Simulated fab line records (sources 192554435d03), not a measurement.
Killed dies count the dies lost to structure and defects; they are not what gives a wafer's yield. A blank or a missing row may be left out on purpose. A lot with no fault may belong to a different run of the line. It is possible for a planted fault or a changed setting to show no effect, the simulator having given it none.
Chamber matching :: flow n5_finfet :: N5_BEOL_M8_VIA_ETCH_34 on rie_diel-02 has 4 sister chambers
The step etches SiCOH lowk in C4F6/O2, target depth 125.5 nm, time 50.5 s. 18 wafers are shown with their chamber, then 9 later ones without.

== WAFERS, EACH WITH ITS CHAMBER ==
wafer: L075.2
chamber: 0
showerhead_plenum_p_Torr (Torr): 2.84
rf_vpp_V (V): 662
drypump_motor_current_A (A): 5.4

wafer: L075.4
chamber: 1
showerhead_plenum_p_Torr (Torr): 2.81
rf_vpp_V (V): 664
drypump_motor_current_A (A): 5.0

wafer: L075.6
chamber: 0
showerhead_plenum_p_Torr (Torr): 2.84
rf_vpp_V (V): 662
drypump_motor_current_A (A): 5.4

wafer: L082.1
chamber: 1
showerhead_plenum_p_Torr (Torr): 2.80
rf_vpp_V (V): 664
drypump_motor_current_A (A): 5.1

wafer: L082.3
chamber: 2
showerhead_plenum_p_Torr (Torr): 2.77
rf_vpp_V (V): 638
drypump_motor_current_A (A): 5.1

wafer: L082.5
chamber: 1
showerhead_plenum_p_Torr (Torr): 2.80
rf_vpp_V (V): 664
drypump_motor_current_A (A): 5.0

wafer: L080.2
chamber: 1
showerhead_plenum_p_Torr (Torr): 2.80
rf_vpp_V (V): 665
drypump_motor_current_A (A): 5.0

wafer: L080.5
chamber: 0
showerhead_plenum_p_Torr (Torr): 2.84
rf_vpp_V (V): 661
drypump_motor_current_A (A): 5.4

wafer: L080.6
chamber: 3
showerhead_plenum_p_Torr (Torr): 2.94
rf_vpp_V (V): 660
drypump_motor_current_A (A): 5.4

wafer: L085.1
chamber: 0
showerhead_plenum_p_Torr (Torr): 2.84
rf_vpp_V (V): 660
drypump_motor_current_A (A): 5.4

wafer: L085.2
chamber: 1
showerhead_plenum_p_Torr (Torr): 2.80
rf_vpp_V (V): 663
drypump_motor_current_A (A): 5.0

wafer: L085.6
chamber: 1
showerhead_plenum_p_Torr (Torr): 2.80
rf_vpp_V (V): 664
drypump_motor_current_A (A): 5.1

wafer: L083.1
chamber: 2
showerhead_plenum_p_Torr (Torr): 2.77
rf_vpp_V (V): 639
drypump_motor_current_A (A): 5.1

wafer: L083.3
chamber: 3
showerhead_plenum_p_Torr (Torr): 2.94
rf_vpp_V (V): 659
drypump_motor_current_A (A): 5.4

wafer: L083.4
chamber: 0
showerhead_plenum_p_Torr (Torr): 2.83
rf_vpp_V (V): 661
drypump_motor_current_A (A): 5.4

wafer: L087.3
chamber: 2
showerhead_plenum_p_Torr (Torr): 2.77
rf_vpp_V (V): 638
drypump_motor_current_A (A): 5.1

wafer: L087.4
chamber: 1
showerhead_plenum_p_Torr (Torr): 2.80
rf_vpp_V (V): 663
drypump_motor_current_A (A): 5.0

wafer: L087.5
chamber: 2
showerhead_plenum_p_Torr (Torr): 2.77
rf_vpp_V (V): 637
drypump_motor_current_A (A): 5.1

SIGNATURES (means of the wafers above)
reading: showerhead_plenum_p_Torr
chamber 0: 2.8380
chamber 1: 2.8014
chamber 2: 2.7700
chamber 3: 2.9400
scatter within a chamber: 0.00344

reading: rf_vpp_V
chamber 0: 661.20
chamber 1: 663.86
chamber 2: 638.00
chamber 3: 659.50
scatter within a chamber: 0.763

reading: drypump_motor_current_A
chamber 0: 5.400
chamber 1: 5.029
chamber 2: 5.100
chamber 3: 5.400
scatter within a chamber: 0.0319
Rule: a wafer's distance from a chamber is the root of the sum, over the readings, of the square of ((its reading less the chamber's mean) divided by the reading's scatter). The wafer belongs to the nearest chamber; if the next one is less than 2 further off, it can't be placed. The scatter: the root of (the sum of the squares of (reading less its chamber's mean) over the shown wafers, divided by (wafers less chambers)).

== WAFERS WITHOUT THEIR CHAMBER ==
wafer: L089.2
showerhead_plenum_p_Torr (Torr): 2.83
rf_vpp_V (V): 660
drypump_motor_current_A (A): 5.4

wafer: L089.3
showerhead_plenum_p_Torr (Torr): 2.77
rf_vpp_V (V): 637
drypump_motor_current_A (A): 5.1

wafer: L089.5
showerhead_plenum_p_Torr (Torr): 2.77
rf_vpp_V (V): 638
drypump_motor_current_A (A): 5.1

wafer: L090.3
showerhead_plenum_p_Torr (Torr): 2.79
rf_vpp_V (V): 664
drypump_motor_current_A (A): 5.1

wafer: L090.4
showerhead_plenum_p_Torr (Torr): 2.93
rf_vpp_V (V): 660
drypump_motor_current_A (A): 5.4

wafer: L090.5
showerhead_plenum_p_Torr (Torr): 2.94
rf_vpp_V (V): 658
drypump_motor_current_A (A): 5.4

wafer: L092.1
showerhead_plenum_p_Torr (Torr): 2.76
rf_vpp_V (V): 638
drypump_motor_current_A (A): 5.1

wafer: L092.2
showerhead_plenum_p_Torr (Torr): 2.83
rf_vpp_V (V): 661
drypump_motor_current_A (A): 5.4

wafer: L092.3
showerhead_plenum_p_Torr (Torr): 2.93
rf_vpp_V (V): 659
drypump_motor_current_A (A): 5.4

== EACH ONE'S CHAMBER ==
wafer: L089.2
from the rows above: 0
in truth: 0

wafer: L089.3
from the rows above: 2
in truth: 2

wafer: L089.5
from the rows above: 2
in truth: 2

wafer: L090.3
from the rows above: 1
in truth: 1

wafer: L090.4
from the rows above: 3
in truth: 3

wafer: L090.5
from the rows above: 3
in truth: 3

wafer: L092.1
from the rows above: 2
in truth: 2

wafer: L092.2
from the rows above: 0
in truth: 0

wafer: L092.3
from the rows above: 3
in truth: 3
Placed correctly: 9 of 9. Number that these rows cannot place: 0. 0 placed wrongly.
